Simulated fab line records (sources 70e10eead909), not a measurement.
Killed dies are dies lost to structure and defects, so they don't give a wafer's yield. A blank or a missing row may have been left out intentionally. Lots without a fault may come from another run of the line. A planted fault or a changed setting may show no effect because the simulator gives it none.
Problem report in the 8D (eight disciplines) form, filled by code / flow nand-harc / the parts of the form that need people (team, actions taken, sign-off) are left out

== 1. THE PROBLEM ==
Mean of cd-nm at NHARC_A_SGD_CUT_CD_MEAS_09: 104.9 nm across 12 wafers in 4 lots; on wafers with no fault it is 100.0 nm (standard deviation 0.47). That is +10 standard deviations from the usual mean.
The step: target cd 100 nm.
Seen first at day 23 10:28 on cd-sem-01, wafer L463.1. At this step, 33 wafers from 11 lots have a number in the record. Rule for "out" (also "out of limits"): further than 4 standard deviations from the usual mean. The other wafers with a number count as sound.

== 2. WHAT IT IS; WHAT IT IS NOT ==
question=which readings at this step | is=cd-nm | is not=-
question=which lots | is=L461, L463, L464, L465 | is not=L451, L453, L455, L456, L466, L468, L473
question=which wafers of those lots | is=all that have a number | is not=-
question=read on which gauges | is=cd-sem-01, cd-sem-02, cd-sem-03 | is not=-
question=when | is=from day 23 10:28 | is not=up to then (12 sound wafers); but 9 sound wafers of L466, L468, L473 came after

== 3. SUSPECTS, AND WHAT RULES EACH OUT ==
Counting: a tool at any process step up to the reading remains a suspect when it ran all the lots that are out and ran no sound lot after the first of those.
- the gauge at NHARC_A_SGD_CUT_CD_MEAS_09 has been ruled out. 3 gauges (cd-sem-01, cd-sem-02, cd-sem-03) read the wafers that are out.
- arfi-scanner-03 at NHARC_A_SGD_CUT_EXPOSE_06 (exposes mask SGD): kept. It processed each lot that is out, first L463 at day 23 10:19, and no sound lot thereafter; up to then, the last sound lot it processed was L455 at day 21 17:33. On those wafers its own readings are out: exposure-dose-mJ-cm2.
The count leaves arfi-scanner-03 at NHARC_A_SGD_CUT_EXPOSE_06.

== 4. THE CAUSE (what the simulator had put in) ==
Process parameter drift: arfi-scanner-03, from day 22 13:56 on, at NHARC_A_SGD_CUT_EXPOSE_06. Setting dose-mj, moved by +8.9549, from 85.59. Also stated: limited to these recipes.
After counting, this tool was the only one left.

== 5. THE EFFECT CHAIN, in route order ==
Rows list readings where the struck wafers' mean (over those with a number) sits beyond 3 standard deviations from the usual. Only readings for which the record gives a usual standard deviation are gone through. hours: the time from each lot's start at the first step in this table that gives one to its start at this step, as a median over the lots. sigmas: the change in usual standard deviations.
hours=0; step=NHARC_A_SGD_CUT_EXPOSE_06; reading=exposure-dose-mJ-cm2; usual=85.57; on struck wafers=91.93; change=+6.36; sigmas=+77
hours=0; step=NHARC_A_SGD_CUT_CD_MEAS_09; reading=cd-nm; usual=100.0 nm; on struck wafers=104.9; change=+4.9; sigmas=+10
The process steps in it:
- NHARC_A_SGD_CUT_EXPOSE_06: exposes mask SGD.
Later steps that measure or inspect, where all struck wafers having a row at the step show a number for every such reading and not one has moved that far: NHARC_END_SORT_01.

== 6. WHAT WOULD HAVE CAUGHT IT SOONER ==
21 hours passed between the start of the fault at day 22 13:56 and the first reading out of limits at a measuring or inspecting step in this record, taken at day 23 10:28.
The tool's own readings at NHARC_A_SGD_CUT_EXPOSE_06 were out on every struck wafer that the step has a row for (exposure-dose-mJ-cm2): an alarm limit on them would have fired on the first of those.
Lots out: 4; of these, L461, L464, L465 started NHARC_A_SGD_CUT_EXPOSE_06 on arfi-scanner-03 after day 23 10:28. A hold on the tool at that time would have spared those 3.
